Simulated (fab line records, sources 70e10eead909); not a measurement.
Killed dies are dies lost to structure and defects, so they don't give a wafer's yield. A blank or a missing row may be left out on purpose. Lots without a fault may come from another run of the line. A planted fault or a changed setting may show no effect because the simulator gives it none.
fab line records | flow nand_harc
record lots=13 wafers=39 last_day=25
route steps=1159 shown A_BLC@974 END@1159
lots that met no fault: from a run of the same line without faults
start_h: hours from the record's first day to the start of the lot's first wafer shown | wait_h: hours since the lot's step before | " the same as in the row above | L1.1+2: a row that stands for several wafers | - no value, or no start given | * or withheld: withheld | < > ~ a bound
route shown NAME@n: a module of which the file shows steps, and the number in the route of the first | usual: mean/standard deviation of fault-free wafers | same: alike in all rows | chamber/n: place in a boat | sites: the reading at each site | _std_site: their standard deviation | _edge_site: outer sites' mean less inner sites' | radius_mm: how far each site lies from the wafer's centre | mask NAME#n: copy n | behind: the tool/chamber that last shaped the wafer | hold: why the lot was held/for how many hours/how that ended | device: the transistor (n, p or np) that didn't switch | end of line: the same wafers' tests at the end of the route | a step without rows: its recipe alone | killed: dies lost to structure and defects at the first sort, not the wafer's yield | map: a wafer's dies, x killed, . not, _ none there
set.NAME: the setting as run; set.NAME@STEP: as run at that earlier step | model.NAME: the simulator's own value behind a step, which no gauge read
steps of the route over a sample of lots; a table a step, a row a wafer
services: from which hour (start_h, from the record's first day; less than 0 if before it) a tool's chamber was out of use, for how many hours, and why
## steps
# step NHARC_A_BLC_CD_MEAS_10
# recipe target_cd_nm=100 landing_energy_ev=500
# usual cd_nm=99.9/0.5
# columns lot.wafer tool chamber start_h wait_h cd_nm
L404.3 cd_sem-03 0 386.33 - 101.3
L404.5 " 0 " " 100.3
L404.6 " 0 " " 100.5
L407.2 cd_sem-03 0 399.85 - 99.8
L407.3 " 0 " " 100.0
L407.5 " 0 " " 99.8
L406.2 cd_sem-03 0 400.46 - 100.5
L406.5 " 0 " " 99.3
L406.6 " 0 " " 100.5
L408.2 cd_sem-02 0 412.55 - 99.6
L408.3 " 0 " " 100.1
L408.6 " 0 " " 100.1
L413.1 cd_sem-02 0 448.33 - 100.6
L413.2 " 0 " " 100.6
L413.5 " 0 " " 99.6
L410.2 cd_sem-01 0 449.76 - 100.8
L410.4 " 0 " " 99.8
L410.5 " 0 " " 100.5
L414.1 cd_sem-03 0 457.35 - 100.1
L414.2 " 0 " " 99.8
L414.4 " 0 " " 99.7
L417.1 cd_sem-01 0 476.21 - 99.4
L417.3 " 0 " " 100.1
L417.5 " 0 " " 100.3
L420.1 cd_sem-02 0 482.48 - 99.7
L420.4 " 0 " " 100.8
L420.6 " 0 " " 100.3
L419.2 cd_sem-02 0 493.31 - 99.4
L419.4 " 0 " " 99.8
L419.5 " 0 " " 99.6
L425.2 cd_sem-01 0 519.26 - 99.5
L425.5 " 0 " " 101.0
L425.6 " 0 " " 100.3
L427.1 cd_sem-03 0 524.25 - 99.4
L427.2 " 0 " " 99.2
L427.5 " 0 " " 99.2
L426.1 cd_sem-03 0 537.87 - 99.5
L426.5 " 0 " " 99.0
L426.6 " 0 " " 100.0
# step NHARC_A_BLC_ETCH_18
# recipe target_depth_a=9100 c4f8_flow_sccm=20 o2_flow_sccm=10 ar_flow_sccm=withheld rf_w=600 bias_w=1500 chemistry=C4F8/O2/Ar
# usual oes_product_au=0.956/0.02 rf_vpp_V=978/6.2
# columns lot.wafer tool chamber start_h wait_h oes_product_au rf_hours_counter_h rf_vpp_V
L404.3 rie_diel-09 1 - - 0.935 14 984
L404.5 " 2 " " 0.934 - 975
L404.6 " 3 " " 0.931 - 984
L407.2 rie_diel-09 2 - - 0.929 16 975
L407.3 " 3 " " 0.932 16 984
L407.5 " 3 " " 0.928 - 986
L406.2 rie_diel-09 2 - - 0.978 16 975
L406.5 " 1 " " 0.983 - 984
L406.6 " 2 " " 0.980 - 976
L408.2 rie_diel-09 2 - - 0.921 18 975
L408.3 " 0 " " 0.916 18 971
L408.6 " 1 " " 0.926 - 985
L413.1 rie_diel-09 3 - - 0.969 1 985
L413.2 " 1 " " 0.962 1 984
L413.5 " 2 " " 0.976 - 975
L410.2 rie_diel-09 1 - - 0.984 2 984
L410.4 " 2 " " 0.963 1 975
L410.5 " 3 " " 0.969 - 986
L414.2 rie_diel-09 2 - - 0.971 2 976
L414.1 " 3 " " 0.960 2 985
L414.4 " 1 " " 0.971 2 984
L417.1 rie_diel-06 0 - - 0.930 4 971
L417.3 " 2 " " 0.927 4 983
L417.5 " 3 " " 0.927 - 972
L420.4 rie_diel-06 1 - - 0.963 5 978
L420.1 " 3 " " 0.951 6 971
L420.6 " 0 " " 0.963 - 970
L419.4 rie_diel-06 2 - - 0.953 5 982
L419.2 " 0 " " 0.969 6 971
L419.5 " 2 " " 0.944 - 982
L425.2 rie_diel-09 2 - - 0.966 8 974
L425.5 " 0 " " 0.981 - 970
L425.6 " 1 " " 0.952 - 985
L427.1 rie_diel-09 2 - - 0.919 9 976
L427.2 " 1 " " 0.931 10 985
L427.5 " 2 " " 0.924 - 973
L426.1 rie_diel-06 3 - - 0.972 10 973
L426.5 " 0 " " 0.953 - 970
L426.6 " 1 " " 0.958 - 978
# step NHARC_A_BLC_ALD_23
# recipe target_thk_a=30 pulse_time_s=1 ald_cycles=150 temp_c=450 material=TiN
# usual ald_cycles=150/0 heater_power_w=1035/130 precursor_pulse_height_rel=1.000/0.02
# columns lot.wafer tool chamber start_h wait_h ald_cycles heater_power_w precursor_pulse_height_rel
L404.3 ald_metal-02 0 388.35 - 150 1172 1.017
L404.5 " 0 " " 150 1101 1.008
L404.6 " 1 " " 150 884 0.999
L407.3 ald_metal-04 3 402.09 - 150 1219 1.029
L407.2 " 0 " " 150 967 0.972
L407.5 " 3 " " 150 1180 0.995
L406.2 ald_metal-03 2 402.61 - 150 1300 0.947
L406.5 " 2 " " 150 1275 1.010
L406.6 " 3 " " 150 1108 0.998
L408.2 ald_metal-03 2 414.57 - 150 1311 1.028
L408.3 " 1 " " 150 912 0.990
L408.6 " 3 " " 150 1135 1.020
L413.1 ald_metal-04 1 450.34 - 150 994 0.968
L413.2 " 0 " " 150 1022 0.982
L413.5 " 2 " " 150 1037 0.998
L410.4 ald_metal-03 2 451.75 - 150 1281 0.990
L410.2 " 1 " " 150 937 0.984
L410.5 " 2 " " 150 1277 0.977
L414.2 ald_metal-02 1 459.49 - 150 866 0.999
L414.4 " 2 " " 150 952 0.950
L414.1 " 3 " " 150 899 0.995
L417.1 ald_metal-02 1 478.26 - 150 880 1.026
L417.3 " 0 " " 150 1125 1.008
L417.5 " 2 " " 150 959 0.995
L420.4 ald_metal-04 3 484.52 - 150 1218 0.989
L420.1 " 0 " " 139 1018 0.985
L420.6 " 3 " " 150 1228 1.039
L419.2 ald_metal-04 3 495.34 - 150 1230 1.022
L419.4 " 2 " " 150 1033 1.014
L419.5 " 0 " " 139 993 0.954
L425.2 ald_metal-02 3 521.44 - 150 918 0.997
L425.5 " 0 " " 150 1135 1.010
L425.6 " 1 " " 150 865 1.017
L427.2 ald_metal-02 1 526.25 - 150 869 1.010
L427.1 " 0 " " 150 1152 1.006
L427.5 " 1 " " 150 871 0.993
L426.1 ald_metal-03 2 539.86 - 150 1251 0.990
L426.5 " 3 " " 150 1128 0.979
L426.6 " 0 " " 150 1052 0.976
# step NHARC_A_BLC_CMP_25
# recipe t_overpolish_s=30 target_thk_nm=150
# usual motor_current_A=12.6/1.1 overpolish_run_s=30.000/0.0088 time_to_endpoint_s=30.6/2
# same t_overpolish_s=30
# columns lot.wafer tool chamber start_h wait_h motor_current_A overpolish_run_s time_to_endpoint_s
L404.3 cmp-03 2 398.22 0.3 12.5 29.997 33.9
L404.5 " 3 " " 13.1 30.008 33.5
L404.6 " 0 " " 10.9 29.995 34.5
L407.2 cmp-02 3 402.87 0.4 12.9 30.000 32.1
L407.3 " 1 " " 12.9 29.998 31.7
L407.5 " 3 " " 13.5 29.990 34.2
L406.2 cmp-04 0 403.43 0.5 11.1 29.992 33.5
L406.5 " 2 " " 12.3 30.002 29.5
L406.6 " 3 " " 13.2 30.002 30.4
L408.2 cmp-03 1 424.14 0.5 13.7 29.999 28.9
L408.3 " 3 " " 12.4 29.996 27.0
L408.6 " 1 " " 13.8 29.991 33.3
L413.1 cmp-03 3 454.52 0.4 13.1 30.006 33.4
L413.2 " 0 " " 11.7 29.998 34.0
L413.5 " 1 " " 13.9 29.993 31.0
L410.4 cmp-02 2 454.95 0.4 11.6 30.018 31.1
L410.2 " 3 " " 12.4 30.015 30.4
L410.5 " 1 " " 12.6 29.994 28.9
L414.4 cmp-04 3 461.07 0.3 14.0 30.012 29.2
L414.1 " 1 " " 12.1 30.006 33.4
L414.2 " 2 " " 12.4 30.016 28.9
L417.1 cmp-04 1 479.00 0.5 11.3 30.016 30.0
L417.3 " 0 " " 10.9 30.002 31.1
L417.5 " 2 " " 12.3 29.999 32.1
L420.4 cmp-03 1 485.25 0.3 13.5 30.006 33.0
L420.1 " 3 " " 13.0 29.999 33.2
L420.6 " 1 " " 13.8 29.994 32.1
L419.4 cmp-03 3 501.27 0.3 13.0 29.989 28.8
L419.2 " 0 " " 12.0 29.998 31.4
L419.5 " 3 " " 12.7 30.008 30.1
L425.2 cmp-03 3 524.31 0.4 12.3 29.989 30.0
L425.6 " 1 " " 14.4 30.004 31.1
L425.5 " 2 " " 12.6 29.990 30.2
L427.1 cmp-04 3 527.01 0.4 13.5 30.005 27.9
L427.2 " 1 " " 12.1 29.997 26.7
L427.5 " 2 " " 12.4 29.994 26.7
L426.1 cmp-03 1 544.47 0.4 13.9 30.006 29.8
L426.6 " 0 " " 11.6 29.995 29.0
L426.5 " 1 " " 14.8 30.014 29.8
# step NHARC_END_SORT_01
# recipe temp_c=25
# usual killed_at_array=28/8.9 killed_at_other=0.8/1.2 killed_at_periphery=3.3/2.3 killed_dies=32/9.4 killed_open=3.2/1.8 killed_short=1.9/1.4
# same gross_dies=677
# columns lot.wafer tool chamber start_h wait_h killed_at_array killed_at_other killed_at_periphery killed_dies killed_open killed_short
L414.1 prober-01 0 502.72 2.5 39 1 5 45 4 1
L414.2 prober-01 0 503.53 2.8 36 0 3 39 4 0
L414.4 prober-01 0 505.16 3.5 41 1 5 47 5 4
L425.2 prober-02 0 565.58 2.8 36 0 8 44 2 1
L425.5 prober-02 0 567.96 3.7 37 1 6 44 7 4
L425.6 prober-02 0 568.76 4.0 36 0 4 40 1 1
# killed by level:class
L414.1 A_CHANNEL_HOLE_D1:chamber_film_flake=14 A_SLIT:chamber_film_flake=14 A_STAIRCASE:chamber_film_flake=4 A_CONTACT:chamber_film_flake=4 P_GATE:chamber_film_flake=2 P_CONTACT:geometric_particle:open=1 P_M0:geometric_particle:short=1 A_CONTACT:geometric_particle:open=1
L414.2 A_SLIT:chamber_film_flake=13 A_CHANNEL_HOLE_D1:chamber_film_flake=12 A_STAIRCASE:chamber_film_flake=5 A_CONTACT:chamber_film_flake=3 P_GATE:geometric_particle:open=1 A_ONON_D1:geometric_particle:open=1 A_CHANNEL_HOLE_D1:geometric_particle:open=1 A_CONTACT:geometric_particle:open=1
L414.4 A_CHANNEL_HOLE_D1:chamber_film_flake=16 A_SLIT:chamber_film_flake=8 A_STAIRCASE:chamber_film_flake=7 A_CONTACT:chamber_film_flake=4 P_STI:geometric_particle:short=1 P_M0:geometric_particle:short=1 A_SGD_CUT:geometric_particle:open=1 A_CONTACT:geometric_particle:open=1
L425.2 A_CHANNEL_HOLE_D1:chamber_film_flake=20 A_STAIRCASE:chamber_film_flake=9 P_ZERO_WELL:chamber_film_flake=4 A_CONTACT:chamber_film_flake=4 A_CONTACT:geometric_particle:open=2 P_GATE:chamber_film_flake=2 P_ZERO_WELL:geometric_particle:short=1 P_STI:chamber_film_flake=1
L425.5 A_CHANNEL_HOLE_D1:chamber_film_flake=19 A_STAIRCASE:chamber_film_flake=8 P_CONTACT:geometric_particle:open=2 A_WL_FILL:geometric_particle:short=2 A_CONTACT:geometric_particle:open=2 P_ZERO_WELL:chamber_film_flake=2 P_STI:geometric_particle:open=1 A_ONON_D1:geometric_particle:short=1
L425.6 A_CHANNEL_HOLE_D1:chamber_film_flake=24 A_CONTACT:chamber_film_flake=5 A_STAIRCASE:chamber_film_flake=3 P_ZERO_WELL:chamber_film_flake=2 A_WL_FILL:chamber_film_flake=2 P_CONTACT:geometric_particle:open=1 A_WL_FILL:geometric_particle:short=1 P_M2:chamber_film_flake=1
## services
# columns tool chamber start_h hours kind
ald_metal-02 - 364.00 10.0 pm
cmp-03 - 365.61 2.2 repair
ald_metal-03 0 385.25 9.9 repair
cmp-04 - 399.25 4.0 pm
rie_diel-06 3 399.70 2.4 repair
ald_metal-04 - 406.00 10.0 pm
cmp-03 - 408.06 3.0 repair
rie_diel-06 - 418.21 9.0 pm
cmp-04 - 430.30 1.9 repair
rie_diel-09 - 431.10 9.0 pm
ald_metal-04 1 434.95 4.0 repair
cmp-04 - 435.33 8.0 repair
cmp-03 - 450.09 4.0 pm
cmp-04 - 459.34 0.6 repair
cmp-04 - 484.83 1.2 repair
rie_diel-09 2 490.38 5.8 repair
cmp-04 - 497.25 4.0 pm
cmp-03 - 497.25 1.6 repair
ald_metal-03 - 500.00 10.0 pm
ald_metal-03 3 511.33 19.2 repair
ald_metal-03 1 516.26 44.4 repair
cmp-04 - 530.39 5.2 repair
rie_diel-09 1 541.86 9.4 repair
ald_metal-02 - 542.00 10.0 pm
## key
first_sign step=NHARC_A_BLC_ALD_23 reading=ald_cycles direction=down sigmas=99+ usual=150 struck=139
effect none on later readings
met_at NHARC_A_BLC_ALD_23
struck_lots L419,L420
struck_wafers L419.5,L420.1
tester_left_out L419,L420
not_acting_at NHARC_A_BLC_CD_MEAS_10,NHARC_A_BLC_ETCH_18,NHARC_A_BLC_CMP_25
onset_between 450.34 484.52
fault kind=process_parameter_drift tool=ald_metal-04 chamber=0 onset_h=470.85 steps=NHARC_A_BLC_ALD_23 channel=ald_cycles offset=-11 shape=step end_h=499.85 acts_in=these_recipes_only stated=150
# tester_left_out: of these lots the tester's yield and bins aren't shown, on N5 and GAA mostly nor the transistor test; their killed dies are dies lost to structure and defects alone, not to doping, threshold or leakage, so they don't give the yield
